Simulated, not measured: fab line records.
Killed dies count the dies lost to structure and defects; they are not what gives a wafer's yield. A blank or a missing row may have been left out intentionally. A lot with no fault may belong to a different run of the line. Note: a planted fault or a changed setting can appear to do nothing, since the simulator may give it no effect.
Which tool was responsible?    flow n5Finfet    27 wafers from 9 lots sampled at 8 of the route's 1938 steps

## WHAT THE GAUGES SHOWED, per wafer
N5_BEOL_M4_INSPECT_59: inspects for defects (darkfield). Usual: rawDefectCount reads 66 (standard deviation 23).
lot   measured      on                rawDefectCount  flag
L992  day 9 12:49   defectInspect-01  32 47 43        
L991  day 9 14:08   defectInspect-02  56 31 46        
L994  day 9 18:08   defectInspect-02  51 36 50        
L995  day 9 21:10   defectInspect-02  46 45 56        
L999  day 11 17:47  defectInspect-02  75 711 62       OFF
L100  day 11 21:01  defectInspect-02  771 64 52       OFF
L105  day 12 20:46  defectInspect-02  74 54 83        
L108  day 14 02:10  defectInspect-02  78 84 58        
L109  day 14 02:33  defectInspect-02  74 51 47        

N5_BEOL_M4_RC_MEAS_101. Usual: DIBL_N 35.8 mV/V, standard deviation 1.6; DIBL_P 36.0 mV/V, standard deviation 1.9; IOFF_N 0.151 nA/um, standard deviation 0.029; IOFF_P 0.21 nA/um, standard deviation 0.037; ION_N 673 uA/um, standard deviation 12; ION_P 463 uA/um, standard deviation 7.3; SS_N 71.5 mV/dec, standard deviation 0.58; SS_P 73.2 mV/dec, standard deviation 0.61; VT_N 251 mV, standard deviation 3.3; VT_P -250 mV, standard deviation 3.3.
lot   measured      on         DIBL_N (mV/V)   DIBL_P (mV/V)   IOFF_N (nA/um)     IOFF_P (nA/um)  ION_N (uA/um)  ION_P (uA/um)  SS_N (mV/dec)   SS_P (mV/dec)   VT_N (mV)    VT_P (mV)       flag
L992  day 9 13:09   prober-02  36.1 37.2 37.6  36.8 37.7 38.2  0.167 0.183 0.205  0.26 0.29 0.31  682 678 691    469 469 478    71.8 71.8 72.7  73.0 73.2 73.7  248 248 246  -249 -244 -241  
L991  day 9 14:28   prober-01  34.5 35.4 36.9  34.6 34.6 37.2  0.125 0.136 0.161  0.16 0.17 0.20  674 672 676    456 459 455    70.6 71.2 71.5  73.4 72.7 73.4  254 253 252  -256 -255 -249  
L994  day 9 18:19   prober-01  34.8 35.8 34.7  32.8 35.3 34.9  0.112 0.133 0.124  0.14 0.17 0.18  664 668 657    453 461 453    71.5 71.8 71.6  72.6 73.1 72.9  255 252 251  -257 -252 -252  
L995  day 9 21:20   prober-02  34.8 34.7 35.2  35.5 36.2 35.7  0.154 0.152 0.161  0.22 0.24 0.23  681 685 672    478 478 460    71.6 71.5 72.5  72.6 72.9 73.2  254 253 250  -247 -244 -245  
L999  day 11 17:49  prober-02  35.3 34.6 37.0  37.5 36.7 39.5  0.143 0.137 0.182  0.23 0.21 0.26  660 670 686    466 467 472    70.9 71.1 72.6  73.9 72.3 73.8  253 250 250  -247 -250 -247  
L100  day 11 21:02  prober-02  38.4 37.6 35.3  38.4 36.6 34.5  0.191 0.158 0.130  0.24 0.20 0.18  689 674 651    473 455 448    71.1 71.8 71.3  73.7 73.1 73.1  247 251 252  -250 -252 -252  
L105  day 12 20:47  prober-02  35.8 33.0 35.1  36.4 32.9 35.1  0.151 0.107 0.144  0.23 0.17 0.21  665 649 672    460 454 461    71.4 70.8 71.1  72.8 72.0 73.1  251 252 252  -247 -252 -250  
L108  day 14 02:12  prober-02  38.5 35.4 36.8  38.6 35.1 37.2  0.170 0.135 0.166  0.23 0.19 0.22  670 671 679    464 456 461    72.0 71.2 71.5  73.9 72.6 73.7  251 250 250  -251 -253 -249  
L109  day 14 02:34  prober-01  34.7 35.3 34.8  35.1 36.0 35.4  0.136 0.142 0.128  0.19 0.21 0.20  671 664 660    457 459 456    70.9 71.9 71.4  72.2 73.1 72.6  252 252 254  -252 -251 -253  

N5_BEOL_M5_INSPECT_13: inspects for defects (brightfield). Usual: rawDefectCount reads 407 (standard deviation 90).
lot   measured      on                rawDefectCount  flag
L992  day 9 15:00   defectInspect-01  307 544 355     
L991  day 9 17:53   defectInspect-02  323 241 376     
L994  day 9 21:29   defectInspect-01  514 591 504     
L995  day 9 23:58   defectInspect-01  274 239 319     
L999  day 11 21:32  defectInspect-01  469 1102 361    
L100  day 11 23:41  defectInspect-01  1227 613 488    OFF
L105  day 13 02:19  defectInspect-01  339 399 432     
L108  day 14 05:57  defectInspect-02  467 546 463     
L109  day 14 06:10  defectInspect-02  395 361 277     

N5_BEOL_M5_INSPECT_30: inspects for defects (brightfield). Usual: rawDefectCount reads 407 (standard deviation 89).
lot   measured      on                rawDefectCount  flag
L992  day 9 16:40   defectInspect-02  274 494 336     
L991  day 9 22:15   defectInspect-01  353 291 394     
L994  day 9 23:31   defectInspect-02  482 542 444     
L995  day 10 04:35  defectInspect-01  286 255 319     
L999  day 12 01:03  defectInspect-01  485 1082 370    
L100  day 12 01:00  defectInspect-01  1215 604 515    OFF
L105  day 13 03:51  defectInspect-01  332 411 462     
L108  day 14 07:27  defectInspect-02  448 543 457     
L109  day 14 07:33  defectInspect-02  404 378 285     

## EACH LOT AND THE TOOL THAT RAN IT (in order: tool; ch and the chambers of the sampled wafers; start)
lot   N5_BEOL_M4_ANNEAL_82         N5_BEOL_M4_SPUTTER_90        N5_BEOL_M4_ANNEAL_95         N5_BEOL_M4_DEP_57
L992  pvdSputter-01, day 9 10:29   pvdSputter-01, day 9 11:04   pvdSputter-01, day 9 11:35   pecvd-01 ch 0,2, day 9 12:43
L991  pvdSputter-02, day 9 11:47   pvdSputter-02, day 9 12:22   pvdSputter-02, day 9 12:53   pecvd-04 ch 0,1, day 9 14:02
L994  pvdSputter-03, day 9 15:49   pvdSputter-03, day 9 16:23   pvdSputter-03, day 9 16:55   pecvd-01 ch 0,2, day 9 18:02
L995  pvdSputter-03, day 9 18:50   pvdSputter-03, day 9 19:25   pvdSputter-03, day 9 19:56   pecvd-01 ch 0,1, day 9 21:04
L999  pvdSputter-03, day 11 15:28  pvdSputter-03, day 11 16:03  pvdSputter-03, day 11 16:34  pecvd-01 ch 0,1, day 11 17:41
L100  pvdSputter-01, day 11 18:42  pvdSputter-01, day 11 19:17  pvdSputter-01, day 11 19:48  pecvd-01 ch 0,1,2, day 11 20:55
L105  pvdSputter-01, day 12 18:26  pvdSputter-01, day 12 19:01  pvdSputter-01, day 12 19:32  pecvd-03 ch 1,2, day 12 20:40
L108  pvdSputter-03, day 13 23:50  pvdSputter-03, day 14 00:25  pvdSputter-03, day 14 00:56  pecvd-03 ch 0,2, day 14 02:05
L109  pvdSputter-01, day 14 00:14  pvdSputter-01, day 14 00:49  pvdSputter-01, day 14 01:20  pecvd-03 ch 0,1,2, day 14 02:28
- N5_BEOL_M4_ANNEAL_82: time 240 s.
- N5_BEOL_M4_SPUTTER_90: material Cu, target thk 4.5 nm, time 8.29 s.
- N5_BEOL_M4_ANNEAL_95: time 240 s.
- N5_BEOL_M4_DEP_57: deposits SiCN from 3MS/NH3, target thk 8 nm, time 14 s.

## AS READ BY THE TOOLS THEMSELVES (means over the sampled wafers that have a number; for cases with no such wafer, the mark the record gives instead)
N5_BEOL_M4_ANNEAL_82. Usual: heaterPowerW reads 822 W (standard deviation 66).
lot   tool           heaterPowerW (W)  flag
L992  pvdSputter-01  701               
L991  pvdSputter-02  861               
L994  pvdSputter-03  798               
L995  pvdSputter-03  867               
L999  pvdSputter-03  871               
L100  pvdSputter-01  758               
L105  pvdSputter-01  760               
L108  pvdSputter-03  854               
L109  pvdSputter-01  858               

N5_BEOL_M4_SPUTTER_90. Usual: throttleValvePct reads 29.8 % (standard deviation 1.1).
lot   tool           throttleValvePct (%)  flag
L992  pvdSputter-01  28.6                  
L991  pvdSputter-02  29.5                  
L994  pvdSputter-03  29.0                  
L995  pvdSputter-03  28.8                  
L999  pvdSputter-03  29.5                  
L100  pvdSputter-01  29.6                  
L105  pvdSputter-01  29.6                  
L108  pvdSputter-03  29.5                  
L109  pvdSputter-01  30.5                  

N5_BEOL_M4_ANNEAL_95. Usual: heaterPowerW reads 822 W (standard deviation 67).
lot   tool           heaterPowerW (W)  flag
L992  pvdSputter-01  720               
L991  pvdSputter-02  867               
L994  pvdSputter-03  790               
L995  pvdSputter-03  856               
L999  pvdSputter-03  865               
L100  pvdSputter-01  760               
L105  pvdSputter-01  771               
L108  pvdSputter-03  850               
L109  pvdSputter-01  865               

N5_BEOL_M4_DEP_57. Usual: chamberPressureTorr 2.999 Torr, standard deviation 0.0064; showerheadPlenumPTorr 3.674 Torr, standard deviation 0.014; throttleValvePct 8.8 %, standard deviation 0.5.
lot   tool      chamberPressureTorr (Torr)  showerheadPlenumPTorr (Torr)  throttleValvePct (%)  flag
L992  pecvd-01  3.001                       3.690                         8.3                   
L991  pecvd-04  3.002                       3.670                         8.6                   
L994  pecvd-01  3.001                       3.686                         8.4                   
L995  pecvd-01  3.008                       3.674                         9.0                   
L999  pecvd-01  3.001                       3.671                         8.9                   
L100  pecvd-01  3.001                       3.685                         8.7                   
L105  pecvd-03  3.000                       3.669                         9.5                   
L108  pecvd-03  3.000                       3.669                         8.9                   
L109  pecvd-03  2.998                       3.667                         9.2                   

## THE ANSWER, worked out from the rows above alone
Rule: a lot is off if the mean of its wafers that have a number lies more than 3 standard deviations from the usual mean. Also off: a lot with no number at a reading for which 4 or more lots have one. Where the step has rows for the other lots, those lots are counted as sound. After the gauges, taken in route order, come the tools' own readings; for these a lot's mean is taken, as printed above. At the first step where some lot is off, the reading lying furthest off is the one used; lots without a number count as furthest.
Off: L999, L100, at N5_BEOL_M4_INSPECT_59 (rawDefectCount).
A tool fits if, at a process step before that reading, it ran every lot that is off, and no sound lot after the first of them. Those tools and the gauges at N5_BEOL_M4_INSPECT_59 are tried in the same way. One candidate fits, namely pecvd-01 at N5_BEOL_M4_DEP_57. A fault onset in the window from L995 (day 9 21:04, its last sound lot) to L999 (day 11 17:41, its first lot off) fits.

## WHAT THE SIMULATOR HAD INSERTED
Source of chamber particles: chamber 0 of pecvd-01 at N5_BEOL_M4_DEP_57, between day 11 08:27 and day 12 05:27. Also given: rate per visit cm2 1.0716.
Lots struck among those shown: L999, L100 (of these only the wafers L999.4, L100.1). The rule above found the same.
